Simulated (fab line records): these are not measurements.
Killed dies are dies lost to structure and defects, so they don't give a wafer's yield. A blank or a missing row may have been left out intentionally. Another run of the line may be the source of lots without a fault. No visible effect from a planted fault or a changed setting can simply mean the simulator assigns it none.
fab line records + flow n5_finfet
record
- lots=12
- wafers=33
- last_day=19
route steps=1938 shown WELL_APT@50 FIN_SAQP@94 FIN_CUT@174 PASSIVATION@1936
lots untouched by any fault: they come from a run of this same line in which no faults occurred
start_h: start of the lot's first displayed wafer, in hours after the record's first day + wait_h: hours from the lot's prior step to this one + " unchanged from the row above + L1.1+2: several wafers, shown together as one row + - no value present, or no start provided + * or withheld: withheld + < > ~ a bound
route shown NAME@n: a module of which the file shows steps, and the number in the route of the first + usual: mean and standard deviation over wafers with no fault + same: alike in all rows + chamber/n: place in a boat + sites: each site's reading + _std_site: their standard deviation + _edge_site: inner sites' mean taken away from outer sites' mean + radius_mm: for every site, how far away it sits from the centre of the wafer + mask NAME#n: copy n + behind: the last tool/chamber to shape the wafer + hold: reason for holding the lot/hours on hold/outcome of the hold + device: transistor that didn't switch, given as n, p or np + end of line: the tests these same wafers got at the end of their route + step lacking rows: just its recipe + killed: the dies lost at the first sort to structure and to defects; this is not the yield of the wafer + map: the dies of a wafer, with x for killed, . for not killed, _ for no die there
set.NAME: the setting that was run; set.NAME@STEP: the one run at that earlier step + model.NAME: the simulator's own value behind a step, which no gauge read
the route's steps for a sample of lots (tables are steps, rows are wafers)
services: when a tool's chamber went out of use (start_h, in hours from the record's first day, below 0 if earlier), for how many hours, and the reason
## steps
# step N5_WELL_APT_RTA_34
# recipe
- temp_c=1000
- time_s=10
- ambient=N2
- idle_temp_c=600
- ramp_up_c_per_s=150
- ramp_down_c_per_s=60
- cool_to_c=600
# usual
- lamp_power_pct=13.00/0.052
- wafer_temp_C_max=1003.7/1.2
| lot.wafer | tool          | chamber | start_h | wait_h | lamp_power_pct | wafer_temp_C_max |
|-----------|---------------|---------|---------|--------|----------------|------------------|
| L266.1    | rtp_anneal-02 | 0       | 21.81   | 0.1    | 13.01          | 1003.7           |
| L266.2    | "             | 0       | "       | "      | 13.01          | 1005.9           |
| L266.5    | "             | 0       | "       | "      | 13.03          | 1004.2           |
| L267.1    | rtp_anneal-02 | 0       | 28.35   | 0.2    | 12.91          | 1005.0           |
| L267.2    | "             | 0       | "       | "      | 13.05          | 1004.0           |
| L267.5    | "             | 0       | "       | "      | 13.00          | 1005.1           |
| L268.1    | rtp_anneal-01 | 0       | 34.26   | 0.0    | 12.99          | 1006.1           |
| L268.2    | "             | 0       | "       | "      | 13.00          | 1005.5           |
| L268.5    | "             | 0       | "       | "      | 13.07          | 1002.7           |
| L271.1    | rtp_anneal-01 | 0       | 51.80   | 0.0    | 13.02          | 1003.3           |
| L271.2    | "             | 0       | "       | "      | 13.01          | 1003.7           |
| L271.6    | "             | 0       | "       | "      | 12.93          | 1003.7           |
| L272.2    | rtp_anneal-01 | 0       | 58.16   | 0.0    | 13.00          | 1005.2           |
| L272.5    | "             | 0       | "       | "      | 12.90          | 1002.2           |
| L272.6    | "             | 0       | "       | "      | 13.00          | 1005.8           |
| L273.1    | rtp_anneal-02 | 0       | 64.40   | 0.2    | 13.01          | 1003.9           |
| L273.5    | "             | 0       | "       | "      | 12.95          | 1003.5           |
| L278.5    | rtp_anneal-02 | 0       | 94.40   | 0.1    | 12.91          | 1004.6           |
| L278.6    | "             | 0       | "       | "      | 13.09          | 1001.5           |
| L279.1    | rtp_anneal-02 | 0       | 99.86   | 0.2    | 12.96          | 1003.1           |
| L279.3    | "             | 0       | "       | "      | 12.87          | 1004.8           |
| L280.1    | rtp_anneal-01 | 0       | 105.94  | 0.1    | 12.92          | 1001.1           |
| L280.5    | "             | 0       | "       | "      | 13.08          | 1002.9           |
| L280.6    | "             | 0       | "       | "      | 12.95          | 1003.9           |
| L283.1    | rtp_anneal-01 | 0       | 124.04  | 0.2    | 13.06          | 1004.2           |
| L283.2    | "             | 0       | "       | "      | 13.05          | 1002.5           |
| L283.6    | "             | 0       | "       | "      | 12.97          | 1003.6           |
| L286.2    | rtp_anneal-01 | 0       | 146.46  | 0.5    | 13.01          | 1005.1           |
| L286.3    | "             | 0       | "       | "      | 13.01          | 1004.4           |
| L286.6    | "             | 0       | "       | "      | 12.95          | 1002.5           |
| L287.2    | rtp_anneal-01 | 0       | 147.84  | 0.3    | 13.07          | 1002.9           |
| L287.5    | "             | 0       | "       | "      | 12.98          | 1003.8           |
| L287.6    | "             | 0       | "       | "      | 13.00          | 1003.8           |
# step N5_FIN_SAQP_ALD_61
# recipe
- material=SiO2
- target_thk_a=40
- temp_c=300
- ald_precursor_family=BDEAS
- ald_co_reactant=O2-plasma
- pulse_time_s=1
- purge_time_s=2
- co_reactant_purge_time_s=2
- ald_cycles=43
- pressure_torr=2
# usual
- ald_cycles=43/0
- heater_power_w=479/42
- precursor_pulse_height_rel=1.002/0.02
| lot.wafer | tool       | chamber | start_h | wait_h | ald_cycles | heater_power_w | precursor_pulse_height_rel |
|-----------|------------|---------|---------|--------|------------|----------------|----------------------------|
| L266.1    | ald_sin-03 | 2       | 26.48   | 0.0    | 43         | 479            | 0.974                      |
| L266.2    | "          | 3       | "       | "      | 43         | 433            | 0.967                      |
| L266.5    | "          | 2       | "       | "      | 43         | 478            | 1.001                      |
| L267.1    | ald_sin-03 | 0       | 32.51   | 0.0    | 43         | 437            | 1.012                      |
| L267.2    | "          | 2       | "       | "      | 43         | 490            | 1.028                      |
| L267.5    | "          | 3       | "       | "      | 43         | 441            | 0.978                      |
| L268.1    | ald_sin-04 | 1       | 39.12   | 0.6    | 43         | 542            | 1.010                      |
| L268.2    | "          | 2       | "       | "      | 43         | 527            | 1.004                      |
| L268.5    | "          | 2       | "       | "      | 43         | 538            | 1.042                      |
| L271.1    | ald_sin-03 | 0       | 56.17   | 0.0    | 43         | 418            | 1.032                      |
| L271.2    | "          | 3       | "       | "      | 43         | 438            | 0.977                      |
| L271.6    | "          | 3       | "       | "      | 43         | 439            | 1.023                      |
| L272.2    | ald_sin-03 | 1       | 62.42   | 0.0    | 43         | 496            | 0.995                      |
| L272.5    | "          | 3       | "       | "      | 43         | 451            | 0.937                      |
| L272.6    | "          | 0       | "       | "      | 43         | 431            | 0.993                      |
| L273.1    | ald_sin-03 | 3       | 69.36   | 0.0    | 22         | 430            | 0.999                      |
| L273.5    | "          | 2       | "       | "      | 43         | 507            | 1.025                      |
| L278.5    | ald_sin-03 | 0       | 99.53   | 0.8    | 43         | 436            | 1.014                      |
| L278.6    | "          | 1       | "       | "      | 22         | 486            | 1.024                      |
| L279.1    | ald_sin-03 | 2       | 104.33  | 0.0    | 22         | 487            | 1.012                      |
| L279.3    | "          | 1       | "       | "      | 43         | 505            | 1.000                      |
| L280.1    | ald_sin-04 | 2       | 110.24  | 0.0    | 43         | 522            | 0.992                      |
| L280.5    | "          | 2       | "       | "      | 43         | 519            | 0.962                      |
| L280.6    | "          | 1       | "       | "      | 43         | 523            | 1.012                      |
| L283.1    | ald_sin-02 | 1       | 129.45  | 0.2    | 43         | 513            | 1.022                      |
| L283.2    | "          | 2       | "       | "      | 43         | 484            | 0.981                      |
| L283.6    | "          | 1       | "       | "      | 43         | 513            | 1.012                      |
| L286.2    | ald_sin-04 | 1       | 152.12  | 1.0    | 43         | 542            | 0.979                      |
| L286.3    | "          | 0       | "       | "      | 43         | 562            | 0.994                      |
| L286.6    | "          | 0       | "       | "      | 43         | 555            | 0.967                      |
| L287.2    | ald_sin-04 | 0       | 152.48  | 0.0    | 43         | 570            | 0.991                      |
| L287.5    | "          | 3       | "       | "      | 43         | 399            | 1.019                      |
| L287.6    | "          | 2       | "       | "      | 43         | 539            | 1.007                      |
# step N5_FIN_SAQP_DENSIFY_62
# recipe
- temp_c=700
- time_s=60
- ambient=N2
- idle_temp_c=600
- ramp_up_c_per_s=150
- ramp_down_c_per_s=60
- cool_to_c=600
# usual
- lamp_power_pct=9.85/0.057
- wafer_temp_C_max=703.3/0.64
| lot.wafer | tool          | chamber | start_h | wait_h | lamp_power_pct | wafer_temp_C_max |
|-----------|---------------|---------|---------|--------|----------------|------------------|
| L266.1    | rtp_anneal-01 | 0       | 26.68   | 0.1    | 9.77           | 703.8            |
| L266.2    | "             | 0       | "       | "      | 9.87           | 703.5            |
| L266.5    | "             | 0       | "       | "      | 9.83           | 704.1            |
| L267.1    | rtp_anneal-02 | 0       | 32.71   | 0.1    | 9.86           | 702.9            |
| L267.2    | "             | 0       | "       | "      | 9.80           | 702.9            |
| L267.5    | "             | 0       | "       | "      | 9.80           | 704.2            |
| L268.1    | rtp_anneal-02 | 0       | 39.32   | 0.1    | 9.79           | 704.9            |
| L268.2    | "             | 0       | "       | "      | 9.87           | 703.5            |
| L268.5    | "             | 0       | "       | "      | 9.74           | 702.7            |
| L271.1    | rtp_anneal-02 | 0       | 56.37   | 0.1    | 9.87           | 702.7            |
| L271.2    | "             | 0       | "       | "      | 9.84           | 703.5            |
| L271.6    | "             | 0       | "       | "      | 9.75           | 703.6            |
| L272.2    | rtp_anneal-01 | 0       | 62.66   | 0.1    | 9.81           | 702.9            |
| L272.5    | "             | 0       | "       | "      | 9.79           | 703.5            |
| L272.6    | "             | 0       | "       | "      | 9.96           | 705.1            |
| L273.1    | rtp_anneal-02 | 0       | 69.61   | 0.2    | 9.80           | 704.4            |
| L273.5    | "             | 0       | "       | "      | 9.90           | 704.5            |
| L278.5    | rtp_anneal-02 | 0       | 99.80   | 0.2    | 9.88           | 702.4            |
| L278.6    | "             | 0       | "       | "      | 9.82           | 703.9            |
| L279.1    | rtp_anneal-01 | 0       | 104.54  | 0.1    | 9.86           | 703.3            |
| L279.3    | "             | 0       | "       | "      | 9.79           | 704.9            |
| L280.1    | rtp_anneal-01 | 0       | 110.44  | 0.1    | 9.89           | 703.8            |
| L280.5    | "             | 0       | "       | "      | 9.82           | 702.9            |
| L280.6    | "             | 0       | "       | "      | 9.80           | 703.3            |
| L283.1    | rtp_anneal-01 | 0       | 129.85  | 0.3    | 9.80           | 703.8            |
| L283.2    | "             | 0       | "       | "      | 9.86           | 703.5            |
| L283.6    | "             | 0       | "       | "      | 9.94           | 703.6            |
| L286.2    | rtp_anneal-01 | 0       | 153.04  | 0.8    | 9.86           | 703.2            |
| L286.3    | "             | 0       | "       | "      | 9.74           | 703.5            |
| L286.6    | "             | 0       | "       | "      | 9.88           | 702.4            |
| L287.2    | rtp_anneal-01 | 0       | 153.22  | 0.7    | 9.93           | 704.2            |
| L287.5    | "             | 0       | "       | "      | 9.81           | 703.7            |
| L287.6    | "             | 0       | "       | "      | 9.80           | 703.1            |
# step N5_FIN_SAQP_THK_MEAS_07
# usual
- thk_nm=60.0/0.82
| lot.wafer | tool          | chamber | start_h | wait_h | thk_nm |
|-----------|---------------|---------|---------|--------|--------|
| L266.1    | film_metro-01 | -       | 27.22   | 0.1    | 60.6   |
| L266.2    | "             | -       | "       | "      | 59.2   |
| L266.5    | "             | -       | "       | "      | 59.9   |
| L267.1    | film_metro-01 | -       | 33.22   | 0.1    | 59.3   |
| L267.2    | "             | -       | "       | "      | 60.6   |
| L267.5    | "             | -       | "       | "      | 59.9   |
| L268.1    | film_metro-01 | -       | 39.90   | 0.1    | 59.3   |
| L268.2    | "             | -       | "       | "      | 59.2   |
| L268.5    | "             | -       | "       | "      | 60.2   |
| L271.1    | film_metro-02 | -       | 56.90   | 0.1    | 59.1   |
| L271.2    | "             | -       | "       | "      | 59.0   |
| L271.6    | "             | -       | "       | "      | 59.5   |
| L272.2    | film_metro-01 | -       | 63.15   | 0.1    | 58.9   |
| L272.5    | "             | -       | "       | "      | 60.4   |
| L272.6    | "             | -       | "       | "      | 59.6   |
| L273.1    | film_metro-02 | -       | 70.12   | 0.1    | 59.5   |
| L273.5    | "             | -       | "       | "      | 60.0   |
| L278.5    | film_metro-02 | -       | 100.20  | 0.0    | 62.1   |
| L278.6    | "             | -       | "       | "      | 61.1   |
| L279.1    | film_metro-01 | -       | 105.04  | 0.1    | 59.0   |
| L279.3    | "             | -       | "       | "      | 59.5   |
| L280.1    | film_metro-02 | -       | 110.98  | 0.1    | 59.9   |
| L280.5    | "             | -       | "       | "      | 60.7   |
| L280.6    | "             | -       | "       | "      | 60.3   |
| L283.1    | film_metro-02 | -       | 130.36  | 0.1    | 60.7   |
| L283.2    | "             | -       | "       | "      | 59.7   |
| L283.6    | "             | -       | "       | "      | 61.4   |
| L286.2    | film_metro-01 | -       | 153.52  | 0.1    | 59.9   |
| L286.3    | "             | -       | "       | "      | 59.0   |
| L286.6    | "             | -       | "       | "      | 60.7   |
| L287.2    | film_metro-02 | -       | 153.80  | 0.1    | 58.4   |
| L287.5    | "             | -       | "       | "      | 60.3   |
| L287.6    | "             | -       | "       | "      | 60.3   |
# step N5_FIN_CUT_CUT_ETCH_27
# recipe
- chemistry=CHF3/O2
- target=SiO2
- target_depth_a=40
- mask_material=SOC
- overetch_a=20
- time_s=4.9
- pressure_mtorr=30
- source_w=650
- bias_w=170
- Ar_flow_sccm=200
- CHF3_flow_sccm=50
- O2_flow_sccm=5
- ion_energy_ev=200
# usual
- chamber_pressure_mTorr=30.00/0.034
- drypump_motor_current_A=5.4/0.46
- oes_product_au=0.62/0.048
- rf_vpp_V=524/8.3
- showerhead_plenum_p_Torr=2.44/0.056
- throttle_valve_pct=18.85/0.16
| lot.wafer | tool        | chamber | start_h | wait_h | chamber_pressure_mTorr | drypump_motor_current_A | oes_product_au | rf_hours_counter_h | rf_vpp_V | showerhead_plenum_p_Torr | throttle_valve_pct |
|-----------|-------------|---------|---------|--------|------------------------|-------------------------|----------------|--------------------|----------|--------------------------|--------------------|
| L266.1    | rie_diel-02 | 0       | 33.10   | 0.0    | 30.01                  | 5.3                     | 0.59           | 159                | 522      | 2.40                     | 18.95              |
| L266.2    | "           | 1       | "       | "      | 29.97                  | 5.8                     | 0.65           | 98                 | 519      | 2.41                     | 18.61              |
| L266.5    | "           | 0       | "       | "      | 30.01                  | 5.3                     | 0.60           | -                  | 520      | 2.40                     | 18.93              |
| L267.1    | rie_diel-02 | 0       | 40.61   | 0.0    | 29.96                  | 5.3                     | 0.59           | 162                | 521      | 2.40                     | 18.96              |
| L267.2    | "           | 1       | "       | "      | 30.02                  | 5.7                     | 0.65           | 100                | 519      | 2.41                     | 18.61              |
| L267.5    | "           | 0       | "       | "      | 29.99                  | 5.3                     | 0.59           | -                  | 520      | 2.40                     | 18.94              |
| L268.1    | rie_diel-02 | 1       | 45.92   | 0.0    | 29.95                  | 5.7                     | 0.65           | 102                | 519      | 2.41                     | 18.62              |
| L268.2    | "           | 0       | "       | "      | 30.05                  | 5.3                     | 0.58           | 164                | 522      | 2.40                     | 18.95              |
| L268.5    | "           | 0       | "       | "      | 30.02                  | 5.3                     | 0.58           | -                  | 520      | 2.40                     | 18.96              |
| L271.1    | rie_diel-06 | 1       | 62.66   | 0.0    | 30.04                  | 5.4                     | 0.61           | 139                | 519      | 2.51                     | 19.01              |
| L271.2    | "           | 2       | "       | "      | 30.00                  | 5.8                     | 0.63           | 126                | 529      | 2.41                     | 18.99              |
| L271.6    | "           | 0       | "       | "      | 30.00                  | 4.9                     | 0.57           | -                  | 517      | 2.40                     | 18.59              |
| L272.2    | rie_diel-02 | 3       | 69.05   | 0.0    | 29.99                  | 5.0                     | 0.63           | 134                | 529      | 2.53                     | 18.67              |
| L272.5    | "           | 1       | "       | "      | 29.97                  | 5.7                     | 0.65           | -                  | 517      | 2.41                     | 18.63              |
| L272.6    | "           | 0       | "       | "      | 30.04                  | 5.3                     | 0.59           | -                  | 523      | 2.40                     | 18.98              |
| L273.1    | rie_diel-02 | 0       | 77.26   | 0.0    | 29.97                  | 5.3                     | 0.43           | 173                | 519      | 2.39                     | 18.95              |
| L273.5    | "           | 3       | "       | "      | 30.07                  | 5.0                     | 0.62           | -                  | 529      | 2.52                     | 18.67              |
| L278.5    | rie_diel-04 | 2       | 105.82  | 0.0    | 29.97                  | 5.0                     | 0.71           | -                  | 546      | 2.36                     | 18.93              |
| L278.6    | "           | 3       | "       | "      | 30.04                  | 5.3                     | 0.51           | -                  | 513      | 2.46                     | 18.75              |
| L279.1    | rie_diel-06 | 1       | 110.90  | 0.0    | 29.98                  | 5.5                     | 0.45           | 154                | 520      | 2.51                     | 19.00              |
| L279.3    | "           | 0       | "       | "      | 30.01                  | 4.9                     | 0.56           | 210                | 517      | 2.40                     | 18.64              |
| L280.1    | rie_diel-04 | 1       | 117.09  | 0.0    | 29.96                  | 6.1                     | 0.61           | 144                | 525      | 2.52                     | 18.75              |
| L280.5    | "           | 3       | "       | "      | 29.99                  | 5.3                     | 0.68           | -                  | 514      | 2.46                     | 18.78              |
| L280.6    | "           | 2       | "       | "      | 30.02                  | 5.0                     | 0.70           | -                  | 547      | 2.36                     | 18.92              |
| L283.1    | rie_diel-04 | 0       | 136.18  | 0.0    | 30.00                  | 5.1                     | 0.64           | 78                 | 518      | 2.44                     | 18.78              |
| L283.2    | "           | 2       | "       | "      | 30.02                  | 5.0                     | 0.70           | 56                 | 546      | 2.36                     | 18.94              |
| L283.6    | "           | 1       | "       | "      | 29.94                  | 6.1                     | 0.60           | -                  | 524      | 2.51                     | 18.77              |
| L286.2    | rie_diel-04 | 1       | 161.39  | 0.0    | 29.97                  | 6.1                     | 0.60           | 160                | 525      | 2.51                     | 18.78              |
| L286.3    | "           | 0       | "       | "      | 30.04                  | 5.1                     | 0.62           | 87                 | 519      | 2.43                     | 18.81              |
| L286.6    | "           | 2       | "       | "      | 30.00                  | 5.0                     | 0.68           | -                  | 545      | 2.36                     | 18.96              |
| L287.2    | rie_diel-06 | 0       | 161.96  | 0.0    | 30.01                  | 4.9                     | 0.55           | 225                | 517      | 2.39                     | 18.64              |
| L287.5    | "           | 1       | "       | "      | 30.01                  | 5.5                     | 0.60           | -                  | 520      | 2.50                     | 19.02              |
| L287.6    | "           | 2       | "       | "      | 29.96                  | 5.8                     | 0.60           | -                  | 529      | 2.40                     | 19.04              |
# step N5_PASSIVATION_PROBE_49
# usual
- killed_at_M0_to_M3=33/9.9
- killed_at_M4_up=14/6.4
- killed_at_contacts=12/7
- killed_at_front_end=41/13
- killed_at_other=3.1/2.9
- killed_dies=103/20
- killed_on_rim=13/4
- killed_open=67/14
- killed_short=34/9.4
# same
- gross_dies=1180
- killed_at_back_side=0
| lot.wafer | tool      | chamber | start_h | wait_h | killed_at_M0_to_M3 | killed_at_M4_up | killed_at_contacts | killed_at_front_end | killed_at_other | killed_dies | killed_on_rim | killed_open | killed_short |
|-----------|-----------|---------|---------|--------|--------------------|-----------------|--------------------|---------------------|-----------------|-------------|---------------|-------------|--------------|
| L279.1    | prober-01 | -       | 362.88  | 0.0    | 39                 | 8               | 26                 | 44                  | 5               | 122         | 10            | 71          | 51           |
| L283.1    | prober-01 | -       | 402.45  | 0.0    | 34                 | 6               | 12                 | 24                  | 3               | 79          | 14            | 51          | 28           |
| L283.2    | prober-01 | -       | 402.50  | 0.1    | 19                 | 9               | 6                  | 15                  | 8               | 57          | 6             | 29          | 25           |
| L283.6    | prober-01 | -       | 402.70  | 0.3    | 28                 | 9               | 19                 | 24                  | 1               | 81          | 3             | 59          | 20           |
# killed by level:class
L279.1 MOL_CONTACT_COAG:geometric_particle:open=19 BEOL_M0_SAQP:geometric_particle:short=14 FIN_SAQP:geometric_particle:short=9 STI_FIN_REVEAL:geometric_particle:open=8 BEOL_M0_SAQP:geometric_particle:open=8 FIN_SAQP:geometric_particle:open=7 MOL_CONTACT_COAG:geometric_particle:short=7 BEOL_M3:geometric_particle:open=6
L283.1 MOL_CONTACT_COAG:geometric_particle:open=9 GATE_CUT:geometric_particle:short=6 BEOL_M0_SAQP:geometric_particle:open=6 BEOL_M3:geometric_particle:open=6 BEOL_M0_SAQP:geometric_particle:short=5 DUMMY_GATE:geometric_particle:open=4 GATE_CUT:geometric_particle:open=4 BEOL_M0:geometric_particle:open=4
L283.2 MIM_TOP_ETCH:geometric_particle:short=6 FIN_SAQP:geometric_particle:short=5 MOL_CONTACT_COAG:geometric_particle:open=5 BEOL_M0_SAQP:geometric_particle:short=5 BEOL_M2:geometric_particle:open=4 FIN_SAQP:geometric_particle:open=3 BEOL_M3:geometric_particle:open=3 FIN_CUT:geometric_particle:open=2
L283.6 MOL_CONTACT_COAG:geometric_particle:open=17 BEOL_M3:geometric_particle:open=7 BEOL_M0_SAQP:geometric_particle:short=5 DUMMY_GATE:geometric_particle:open=4 GATE_CUT:geometric_particle:short=4 BEOL_M0_SAQP:geometric_particle:open=4 BEOL_M2:geometric_particle:open=4 BEOL_M0:geometric_particle:open=3
## services
| tool          | chamber | start_h | hours | kind                          |
|---------------|---------|---------|-------|-------------------------------|
| rie_diel-06   | 2       | 11.06   | 20.0  | repair                        |
| rie_diel-06   | 0       | 26.47   | 6.5   | repair                        |
| ald_sin-04    | 3       | 60.60   | 13.3  | repair                        |
| rie_diel-04   | 2       | 77.28   | 6.0   | repair                        |
| ald_sin-04    | -       | 87.53   | 14.0  | pm                            |
| ald_sin-04    | 0       | 87.53   | 14.0  | vent_cycle                    |
| ald_sin-04    | 1       | 87.53   | 14.0  | vent_cycle                    |
| ald_sin-04    | 2       | 87.53   | 14.0  | vent_cycle                    |
| ald_sin-04    | 3       | 87.53   | 14.0  | vent_cycle                    |
| ald_sin-04    | 0       | 101.53  | -     | clean                         |
| ald_sin-04    | 1       | 101.53  | -     | clean                         |
| ald_sin-04    | 2       | 101.53  | -     | clean                         |
| ald_sin-04    | 3       | 101.53  | -     | clean                         |
| ald_sin-02    | 1       | 102.28  | 21.5  | repair                        |
| ald_sin-03    | 1       | 116.87  | 3.1   | repair                        |
| ald_sin-03    | 2       | 117.68  | 11.0  | repair                        |
| rtp_anneal-02 | -       | 118.69  | 61.9  | pm                            |
| rie_diel-02   | 2       | 131.19  | -     | clean                         |
| rie_diel-02   | 2       | 131.19  | -     | consumable_replace:focus_ring |
| rie_diel-02   | 2       | 131.19  | 24.2  | scheduled_down                |
| rie_diel-02   | 2       | 131.19  | 24.2  | vent_cycle                    |
| rie_diel-04   | 3       | 133.61  | 22.5  | repair                        |
| rie_diel-06   | 2       | 136.40  | 2.6   | repair                        |
| ald_sin-02    | 0       | 138.03  | 2.0   | repair                        |
## key
first_sign
- step=N5_FIN_SAQP_ALD_61
- reading=ald_cycles
- direction=down
- sigmas=99+
- usual=*
- struck=*
effect
- step=N5_FIN_CUT_CUT_ETCH_27
- reading=oes_product_au
- direction=down
- sigmas=3.2
- usual=0.62
- struck=0.46
met_at N5_FIN_SAQP_ALD_61
struck_lots L273,L278,L279
struck_wafers L273.1,L278.6,L279.1
tester_left_out L273,L278,L279
not_acting_at N5_WELL_APT_RTA_34,N5_FIN_SAQP_DENSIFY_62,N5_FIN_SAQP_THK_MEAS_07
onset_between 62.42 69.36
fault
- kind=process_parameter_drift
- tool=ald_sin-03
- chamber=-
- onset_h=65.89
- steps=N5_FIN_SAQP_ALD_61
- channel=ald_cycles
- offset=*
- shape=step
- end_h=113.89
- scope=struck_wafers_only
- acts_in=*
- stated=*
# tester_left_out: of these lots the tester's yield and bins aren't shown, on N5 and GAA mostly nor the transistor test; their killed dies are dies lost to structure and defects alone, not to doping, threshold or leakage, so they don't give the yield
